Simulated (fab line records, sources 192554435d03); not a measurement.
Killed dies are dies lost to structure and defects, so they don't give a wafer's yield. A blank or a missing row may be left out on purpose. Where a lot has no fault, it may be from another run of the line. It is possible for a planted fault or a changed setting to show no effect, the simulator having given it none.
fab line records -- flow n5Finfet
record lots=6, wafers=18, lastDay=17
route steps=1938 shown START@1 ZERO_LAYER@2 BEOL_M4@1111
lots with no fault: from the same line, run without faults
startH: start of the lot's first displayed wafer, in hours after the record's first day -- waitH: hours from the lot's prior step to this one -- " unchanged from the row above -- L1.1+2: one row covering several wafers at once -- - either no value or no given start -- * or withheld: withheld -- < > ~ a bound
route shown NAME@n: names a module that has steps shown in the file, with the first one's number in the route -- usual: mean/standard deviation of fault-free wafers -- same: alike in all rows -- chamber/n: place in a boat -- sites: each site's reading -- _std_site: their standard deviation -- _edge_site: the outer-site mean with the inner-site mean subtracted -- radiusMm: for every site, how far away it sits from the centre of the wafer -- mask NAME#n: copy n -- behind: the most recent tool/chamber to have shaped the wafer -- hold: why the lot went on hold/how many hours it stayed there/how the hold came to an end -- device: which transistor (n, p or np) failed to switch -- end of line: the same wafers' tests at the end of the route -- step lacking rows: just its recipe -- killed: the dies lost at the first sort to structure and to defects; this is not the yield of the wafer -- map: per-die view of a wafer (x killed, . not killed, _ where there is no die)
set.NAME: the setting that was run; set.NAME@STEP: the one run at that earlier step -- model.NAME: the simulator's own value behind a step, which no gauge read
lots seen at some steps along the route; tables by step, rows by wafer
services: when a tool's chamber went out of use (startH, in hours from the record's first day, below 0 if earlier), for how many hours, and the reason
## steps
# step N5_START_INSPECT_01
# recipe inspectInstrument=unpatternedScan, mode=incoming
# usual rawDefectCount=6/3.2
lot.wafer,tool,chamber,startH,waitH,rawDefectCount
L414.2,defectInspect-01,-,24.03,-,8
L414.4,defectInspect-01,-,24.03,-,3
L414.6,defectInspect-01,-,24.03,-,8
L420.2,defectInspect-01,-,60.03,-,1
L420.3,defectInspect-01,-,60.03,-,8
L420.5,defectInspect-01,-,60.03,-,6
L423.1,defectInspect-01,-,78.03,-,5
L423.4,defectInspect-01,-,78.03,-,1
L423.5,defectInspect-01,-,78.03,-,9
L432.1,defectInspect-02,-,132.03,-,6
L432.4,defectInspect-02,-,132.03,-,5
L432.5,defectInspect-02,-,132.03,-,4
L433.4,defectInspect-01,-,138.04,-,1
L433.5,defectInspect-01,-,138.04,-,6
L433.6,defectInspect-01,-,138.04,-,2
L435.1,defectInspect-01,-,150.03,-,7
L435.3,defectInspect-01,-,150.03,-,7
L435.6,defectInspect-01,-,150.03,-,7
# step N5_ZERO_LAYER_PRECLEAN_00
# recipe chemistry=SPM, timeS=600, tempC=120, mix=4:1
# step N5_ZERO_LAYER_SRD_01
# recipe timeS=30, tempC=23, rinseLiquid=diw, dry=n2Spin, spinRpm=1500, dryTimeS=30
# step N5_ZERO_LAYER_PECVD_02
# recipe material=SiO2, targetThkA=100, tempC=400, precursor=SiH4/N2O, pressureTorr=0.75, rfW=275, timeS=6
# usual chamberPressureTorr=0.7499/0.0015, heaterPowerW=787/64, showerheadPlenumPTorr=8.19/0.13
# same timeS=6
lot.wafer,tool,chamber,startH,waitH,chamberPressureTorr,heaterPowerW,showerheadPlenumPTorr
L414.2,pecvd-03,1,24.28,0.0,0.7505,701,8.20
L414.4,pecvd-03,0,24.28,0.0,0.7505,784,8.40
L414.6,pecvd-03,1,24.28,0.0,0.7507,724,8.21
L420.2,pecvd-03,1,60.29,0.0,0.7516,810,8.22
L420.3,pecvd-03,0,60.29,0.0,0.7461,909,8.41
L420.5,pecvd-03,0,60.29,0.0,0.7492,890,8.42
L423.1,pecvd-03,1,78.28,0.0,0.7495,824,8.22
L423.4,pecvd-03,1,78.28,0.0,0.7491,838,8.19
L423.5,pecvd-03,2,78.28,0.0,0.7505,808,8.20
L432.1,pecvd-03,2,132.47,0.0,0.7498,729,8.21
L432.4,pecvd-03,0,132.47,0.0,0.7502,807,8.45
L432.5,pecvd-03,1,132.47,0.0,0.7504,841,8.22
L433.4,pecvd-03,1,138.31,0.1,0.7494,823,8.21
L433.5,pecvd-03,2,138.31,0.1,0.7498,696,8.22
L433.6,pecvd-03,0,138.31,0.1,0.7527,894,8.41
L435.1,pecvd-03,0,150.28,0.0,0.7512,908,8.43
L435.3,pecvd-03,1,150.28,0.0,0.7504,771,8.20
L435.6,pecvd-03,2,150.28,0.0,0.7492,791,8.21
# step N5_ZERO_LAYER_HMDS_04
# recipe timeS=60, tempC=120
# step N5_ZERO_LAYER_COAT_05
# recipe spinRpm=1500, resistThkNm=1000
# step N5_ZERO_LAYER_EBR_07
# recipe solvent=PGMEA, ebrWidthMm=1.5
# step N5_ZERO_LAYER_SOFTBAKE_06
# recipe tempC=100, timeS=90
# step N5_ZERO_LAYER_EXPOSE_08
# recipe maskId=ZERO, na=0.55, sourceShape=conventional, sigmaOuter=0.8, polarization=unpolarized, defocusNm=0, targetCdNm=2000, doseMj=16.2
# usual exposureDoseMJCm2=16.192/0.015
# same sigmaOuter=0.8
lot.wafer,tool,chamber,startH,waitH,mask,exposureDoseMJCm2
L414.2,krfScanner-02,0,24.47,-,ZERO#0,16.189
L414.4,krfScanner-02,0,24.47,-,ZERO#0,16.202
L414.6,krfScanner-02,0,24.47,-,ZERO#0,16.191
L420.2,krfScanner-01,0,60.50,-,ZERO#0,16.167
L420.3,krfScanner-01,0,60.50,-,ZERO#0,16.173
L420.5,krfScanner-01,0,60.50,-,ZERO#0,16.196
L423.1,krfScanner-02,0,78.46,-,ZERO#0,16.193
L423.4,krfScanner-02,0,78.46,-,ZERO#0,16.204
L423.5,krfScanner-02,0,78.46,-,ZERO#0,16.175
L432.1,krfScanner-01,0,132.78,-,ZERO#0,15.165
L432.4,krfScanner-01,0,132.78,-,ZERO#0,15.132
L432.5,krfScanner-01,0,132.78,-,ZERO#0,15.122
L433.4,krfScanner-01,0,138.48,-,ZERO#0,15.315
L433.5,krfScanner-01,0,138.48,-,ZERO#0,15.333
L433.6,krfScanner-01,0,138.48,-,ZERO#0,15.333
L435.1,krfScanner-02,0,150.47,-,ZERO#0,16.188
L435.3,krfScanner-02,0,150.47,-,ZERO#0,16.199
L435.6,krfScanner-02,0,150.47,-,ZERO#0,16.183
# step N5_ZERO_LAYER_PEB_09
# recipe pebTempC=withheld, pebTimeS=*
# step N5_ZERO_LAYER_DEVELOP_10
# recipe developTimeS=60, rinseLiquid=diw, dry=airSpin, devTempC=21
# step N5_ZERO_LAYER_HARDBAKE_23
# recipe tempC=130, timeS=120
# step N5_ZERO_LAYER_CD_MEAS_11
# recipe targetCdNm=2000, landingEnergyEv=500, detector=seInlens
# usual cdNm=1999.1/1.7
lot.wafer,tool,chamber,startH,waitH,cdNm
L414.2,cdSem-01,0,24.64,-,2001.6
L414.4,cdSem-01,0,24.64,-,2000.8
L414.6,cdSem-01,0,24.64,-,2000.1
L420.2,cdSem-02,0,60.67,-,1998.7
L420.3,cdSem-02,0,60.67,-,1998.7
L420.5,cdSem-02,0,60.67,-,1998.5
L423.1,cdSem-03,0,78.64,-,1999.8
L423.4,cdSem-03,0,78.64,-,2001.9
L423.5,cdSem-03,0,78.64,-,2001.0
L432.1,cdSem-02,0,132.96,-,1986.9
L432.4,cdSem-02,0,132.96,-,1985.9
L432.5,cdSem-02,0,132.96,-,1986.0
L433.4,cdSem-02,0,138.65,-,1989.9
L433.5,cdSem-02,0,138.65,-,1990.1
L433.6,cdSem-02,0,138.65,-,1990.5
L435.1,cdSem-01,0,150.64,-,1997.4
L435.3,cdSem-01,0,150.64,-,1998.8
L435.6,cdSem-01,0,150.64,-,2000.3
# step N5_ZERO_LAYER_DESCUM_16
# recipe chemistry=O2, timeS=7.9, sourcePowerW=50, biasPowerW=20, pressureMtorr=20, rfFrequencyHz=2.712e+07, tempC=40, o2FlowSccm=225
# usual drypumpMotorCurrentA=5.83/0.25, oesProductAu=0.77/0.066, rfVppV=242.7/1.3, showerheadPlenumPTorr=2.07/0.079, throttleValvePct=20.53/0.16
# same timeS=7.9
lot.wafer,tool,chamber,startH,waitH,drypumpMotorCurrentA,oesProductAu,rfHoursCounterH,rfVppV,showerheadPlenumPTorr,throttleValvePct,model.ZERO_LAYER.cdNm
L414.2,rieDiel-03,1,24.68,0.0,5.59,0.79,126,243.6,2.02,20.46,2002
L414.4,rieDiel-03,2,24.68,0.0,5.73,0.81,106,245.6,2.21,20.56,2001
L414.6,rieDiel-03,0,24.68,0.0,6.26,0.76,-,242.5,2.11,20.69,2000
L420.2,rieDiel-04,2,60.71,0.0,5.61,0.72,217,240.7,1.98,20.39,1999
L420.3,rieDiel-04,3,60.71,0.0,6.22,0.78,139,242.7,2.09,20.65,1998
L420.5,rieDiel-04,2,60.71,0.0,5.61,0.71,-,241.8,1.97,20.39,1999
L423.1,rieDiel-03,2,78.68,0.0,5.71,0.79,119,243.9,2.20,20.56,-
L423.4,rieDiel-03,3,78.68,0.0,5.81,0.69,222,240.3,1.99,20.50,2002
L423.5,rieDiel-03,3,78.68,0.0,5.78,0.69,-,242.2,1.99,20.51,2001
L432.1,rieDiel-03,3,133.01,0.1,5.80,0.68,239,241.8,1.98,20.54,1987
L432.4,rieDiel-03,0,133.01,0.1,6.27,0.74,163,243.5,2.10,20.75,1986
L432.5,rieDiel-03,2,133.01,0.1,5.72,0.78,-,243.8,2.20,20.59,1986
L433.4,rieDiel-05,2,138.68,0.0,5.81,0.88,45,244.3,2.23,20.59,1990
L433.5,rieDiel-05,0,138.68,0.0,5.81,0.70,-,243.4,2.07,20.85,1990
L433.6,rieDiel-05,1,138.68,0.0,5.67,0.69,-,242.6,2.08,20.53,1990
L435.1,rieDiel-04,3,150.71,0.1,6.20,0.75,166,243.6,2.08,20.69,1997
L435.3,rieDiel-04,2,150.71,0.1,5.62,0.69,244,243.4,1.97,20.43,1999
L435.6,rieDiel-04,0,150.71,0.1,5.50,0.73,-,241.6,1.99,20.44,2001
# step N5_ZERO_LAYER_ETCH_17
# recipe chemistry=CF4, target=SiO2, targetDepthA=120, timeS=13.3, ionEnergyEv=350, pressureMtorr=40, sourceW=450, biasW=215, Ar_flow_sccm=100, cf4FlowSccm=100
# usual drypumpMotorCurrentA=5.83/0.25, oesProductAu=0.77/0.064, rfVppV=947/4.5, showerheadPlenumPTorr=2.12/0.069, throttleValvePct=15.74/0.15
# same timeS=13.3
lot.wafer,tool,chamber,startH,waitH,drypumpMotorCurrentA,oesProductAu,rfHoursCounterH,rfVppV,showerheadPlenumPTorr,throttleValvePct
L414.2,rieDiel-03,1,24.71,0.0,5.55,0.79,126,944,2.08,15.74
L414.4,rieDiel-03,2,24.71,0.0,5.75,0.81,106,954,2.23,15.67
L414.6,rieDiel-03,0,24.71,0.0,6.28,0.77,-,949,2.14,15.79
L420.2,rieDiel-04,2,60.75,0.0,5.61,0.71,217,942,2.04,15.73
L420.3,rieDiel-04,3,60.75,0.0,6.24,0.77,139,949,2.15,15.89
L420.5,rieDiel-04,2,60.75,0.0,5.62,0.72,-,942,2.04,15.74
L423.1,rieDiel-03,2,78.71,0.0,5.71,0.78,119,952,2.23,15.70
L423.4,rieDiel-03,3,78.71,0.0,5.78,0.70,222,942,2.03,15.75
L423.5,rieDiel-03,3,78.71,0.0,5.79,0.70,-,941,2.03,15.72
L432.1,rieDiel-03,3,133.05,0.0,5.78,0.68,239,941,2.03,15.77
L432.4,rieDiel-03,0,133.05,0.0,6.27,0.75,163,948,2.13,15.87
L432.5,rieDiel-03,2,133.05,0.0,5.71,0.76,-,955,2.22,15.74
L433.4,rieDiel-05,2,138.72,0.0,5.82,0.90,45,955,2.27,15.69
L433.5,rieDiel-05,0,138.72,0.0,5.80,0.71,-,947,2.12,16.08
L433.6,rieDiel-05,1,138.72,0.0,5.68,0.69,-,947,2.12,15.75
L435.1,rieDiel-04,3,150.74,0.0,6.22,0.75,166,947,2.14,15.94
L435.3,rieDiel-04,2,150.74,0.0,5.62,0.69,244,942,2.03,15.77
L435.6,rieDiel-04,0,150.74,0.0,5.56,0.74,-,944,2.06,15.74
# step N5_ZERO_LAYER_ETCH_18
# recipe chemistry=HBr/Cl2, target=Si, targetDepthA=1200, timeS=40, pressureMtorr=10, icpW=800, biasW=75, HBr_flow_sccm=150, Cl2_flow_sccm=80
# usual drypumpMotorCurrentA=5.5/0.31, oesProductAu=1.003/0.017, throttleValvePct=36.3/0.34
# same timeS=40
lot.wafer,tool,chamber,startH,waitH,drypumpMotorCurrentA,oesProductAu,rfHoursCounterH,throttleValvePct,model.ZERO_LAYER.cdNm
L414.2,rieSi-05,1,24.79,0.0,4.8,0.978,6,36.1,2002
L414.4,rieSi-05,2,24.79,0.0,5.8,0.972,89,36.1,2001
L414.6,rieSi-05,3,24.79,0.0,5.4,0.997,-,36.4,2001
L420.2,rieSi-04,3,60.82,0.0,5.2,1.012,51,36.2,1999
L420.3,rieSi-04,1,60.82,0.0,5.4,1.017,2,35.9,1998
L420.5,rieSi-04,2,60.82,0.0,6.0,1.018,-,36.6,1999
L423.1,rieSi-05,3,78.79,0.0,5.5,0.992,85,36.4,2000
L423.4,rieSi-05,2,78.79,0.0,5.7,0.970,90,36.1,2002
L423.5,rieSi-05,3,78.79,0.0,5.4,0.997,-,36.4,2001
L432.1,rieSi-04,3,133.12,0.0,5.2,1.010,52,36.2,1987
L432.4,rieSi-04,1,133.12,0.0,5.4,1.005,3,35.9,1986
L432.5,rieSi-04,2,133.12,0.0,6.0,1.021,-,36.5,1986
L433.4,rieSi-04,0,138.83,0.1,5.6,1.024,-,36.1,1990
L433.5,rieSi-04,2,138.83,0.1,6.0,1.033,-,36.6,1990
L433.6,rieSi-04,1,138.83,0.1,5.4,1.011,-,35.9,1990
L435.1,rieSi-05,3,150.81,0.0,5.4,0.999,86,36.4,1997
L435.3,rieSi-05,0,150.81,0.0,5.6,1.004,177,37.0,1999
L435.6,rieSi-05,1,150.81,0.0,4.8,0.984,-,36.1,2001
# step N5_ZERO_LAYER_STRIP_24
# recipe chemistry=O2, powerW=1000, tempC=250, overashFraction=0.3, pressureMtorr=1000, o2FlowSccm=6750
# usual drypumpMotorCurrentA=5.8/0.44, heaterPowerW=354/27, oesProductAu=0.647/0.0045, stripTimeToEndpointS=43.84/0.089
lot.wafer,tool,chamber,startH,waitH,drypumpMotorCurrentA,heaterPowerW,oesProductAu,rfHoursCounterH,stripTimeToEndpointS
L414.2,plasmaAsher-02,0,24.89,0.1,5.9,388,0.643,75,43.89
L414.4,plasmaAsher-02,0,24.89,0.1,5.8,386,0.647,-,43.82
L414.6,plasmaAsher-02,1,24.89,0.1,5.9,323,0.652,-,43.92
L420.2,plasmaAsher-02,0,60.93,0.1,5.8,384,0.651,81,43.78
L420.3,plasmaAsher-02,0,60.93,0.1,5.8,399,0.648,-,43.83
L420.5,plasmaAsher-02,1,60.93,0.1,5.9,314,0.645,-,43.84
L423.1,plasmaAsher-02,1,78.89,0.1,5.9,314,0.642,85,43.86
L423.4,plasmaAsher-02,1,78.89,0.1,5.9,318,0.646,-,43.93
L423.5,plasmaAsher-02,0,78.89,0.1,5.8,395,0.641,-,43.91
L432.1,plasmaAsher-02,1,133.22,0.1,5.9,323,0.650,99,43.79
L432.4,plasmaAsher-02,0,133.22,0.1,5.8,391,0.648,-,43.79
L432.5,plasmaAsher-02,1,133.22,0.1,5.9,322,0.647,-,43.82
L433.4,plasmaAsher-01,1,138.92,0.0,6.3,359,0.645,-,43.85
L433.5,plasmaAsher-01,0,138.92,0.0,5.0,358,0.642,-,43.97
L433.6,plasmaAsher-01,1,138.92,0.0,6.4,350,0.649,-,43.95
L435.1,plasmaAsher-02,1,150.92,0.1,5.9,318,0.639,102,43.90
L435.3,plasmaAsher-02,0,150.92,0.1,5.8,394,0.649,-,43.81
L435.6,plasmaAsher-02,0,150.92,0.1,5.8,388,0.650,-,43.83
# step N5_BEOL_M4_RC_MEAS_101
# usual DIBL_N=36.8/1.5, DIBL_P=37.1/2.1, IOFF_N=0.168/0.03, IOFF_P=0.22/0.034, ION_N=679/12, ION_P=466/8, SS_N=71.7/0.58, SS_P=73.5/0.67, VT_N=248.8/2.7, VT_P=-250/3.3
lot.wafer,tool,chamber,startH,waitH,DIBL_N[mV/V],DIBL_P[mV/V],IOFF_N[nA/um],IOFF_P[nA/um],ION_N[uA/um],ION_P[uA/um],SS_N[mV/dec],SS_P[mV/dec],VT_N[mV],VT_P[mV]
L414.2,prober-01,0,181.64,0.2,38.3,38.9,0.182,0.25,690,470,71.7,73.5,243.2,-247
L414.4,prober-01,0,181.64,0.2,35.0,34.0,0.110,0.17,651,459,71.0,71.8,250.6,-253
L414.6,prober-01,0,181.64,0.2,36.2,35.3,0.132,0.18,668,463,70.8,72.6,251.6,-251
L420.2,prober-02,0,212.14,0.2,34.8,35.9,0.152,0.19,688,467,71.1,73.3,249.8,-251
L420.3,prober-02,0,212.14,0.2,38.1,39.1,0.217,0.24,690,470,72.6,73.7,248.9,-250
L420.5,prober-02,0,212.14,0.2,34.6,36.0,0.149,0.19,682,468,71.4,73.6,248.1,-252
L423.1,prober-01,0,237.24,0.0,36.7,34.8,0.153,0.19,673,458,71.5,73.8,249.5,-255
L423.4,prober-01,0,237.24,0.0,34.9,34.6,0.138,0.19,665,457,70.9,73.4,250.2,-254
L423.5,prober-01,0,237.24,0.0,35.7,34.3,0.158,0.18,678,457,71.0,73.2,247.7,-254
L433.4,prober-02,0,288.60,0.5,36.9,36.6,0.165,0.21,680,469,71.8,73.4,248.8,-255
L433.5,prober-02,0,288.60,0.5,37.2,37.0,0.182,0.23,697,481,72.4,73.6,250.4,-249
L433.6,prober-02,0,288.60,0.5,40.1,41.3,0.252,0.31,699,473,73.1,74.5,243.5,-246
L432.1,prober-02,0,294.46,0.0,38.6,37.1,0.166,0.19,668,448,72.1,74.1,251.5,-256
L432.4,prober-02,0,294.46,0.0,36.1,33.6,0.122,0.14,654,441,71.7,72.8,254.6,-260
L432.5,prober-02,0,294.46,0.0,38.1,36.7,0.153,0.17,668,449,72.3,73.7,252.0,-260
L435.1,prober-01,0,314.51,0.0,36.6,37.8,0.161,0.24,677,472,71.6,73.3,247.9,-245
L435.3,prober-01,0,314.51,0.0,37.6,37.9,0.165,0.24,670,466,71.9,74.0,251.3,-247
L435.6,prober-01,0,314.51,0.0,36.5,36.5,0.147,0.22,673,466,71.4,73.2,250.9,-251
## services
tool,chamber,startH,hours,kind
krfScanner-01,-,2.79,1.3,pm
rieDiel-05,1,5.36,3.1,repair
krfScanner-02,-,8.22,1.0,pm
rieSi-04,2,27.55,11.5,repair
krfScanner-01,-,29.40,4.0,pm
krfScanner-01,-,33.42,0.8,pm
plasmaAsher-02,-,40.51,1.3,repair
krfScanner-02,0,45.88,-,calibration
krfScanner-01,-,56.02,0.8,pm
pecvd-03,2,57.71,5.0,scheduledDown
krfScanner-02,-,61.55,1.3,pm
plasmaAsher-01,-,80.62,13.4,repair
krfScanner-01,0,84.19,-,calibration
rieSi-04,-,86.73,2.8,pm
krfScanner-02,-,90.02,2.5,repair
rieSi-04,0,96.68,7.0,repair
rieDiel-05,-,97.29,2.8,pm
krfScanner-01,-,98.78,1.0,pm
rieSi-04,2,99.52,3.7,repair
krfScanner-02,-,106.48,8.9,repair
krfScanner-02,-,136.19,0.8,pm
## key
firstSign step=N5_ZERO_LAYER_EXPOSE_08, reading=exposureDoseMJCm2, direction=down, sigmas=63, usual=16.192, struck=15.233
effect step=N5_ZERO_LAYER_CD_MEAS_11, reading=cdNm, direction=down, sigmas=6.5, usual=1999.1, struck=1988.2, through=controlLoop
modelEffect step=N5_ZERO_LAYER_DESCUM_16, value=ZERO_LAYER.cdNm, without=2000, struck=1988
modelEffect step=N5_ZERO_LAYER_ETCH_18, value=ZERO_LAYER.cdNm, without=2000, struck=1988
metAt N5_ZERO_LAYER_EXPOSE_08
struckWafers L432.1,L432.4,L432.5,L433.4,L433.5,L433.6
loopTrim step=N5_ZERO_LAYER_EXPOSE_08, setting=dose, lots=L433
onsetBetween 60.50 132.78
fault kind=processParameterDrift, tool=krfScanner-01, chamber=-, onsetH=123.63, steps=N5_ZERO_LAYER_EXPOSE_08, channel=doseMj, offset=-1.035, shape=step, actsIn=theseRecipesOnly, stated=16.2
# loopTrim: a control loop set the setting to another value than it would have without faults
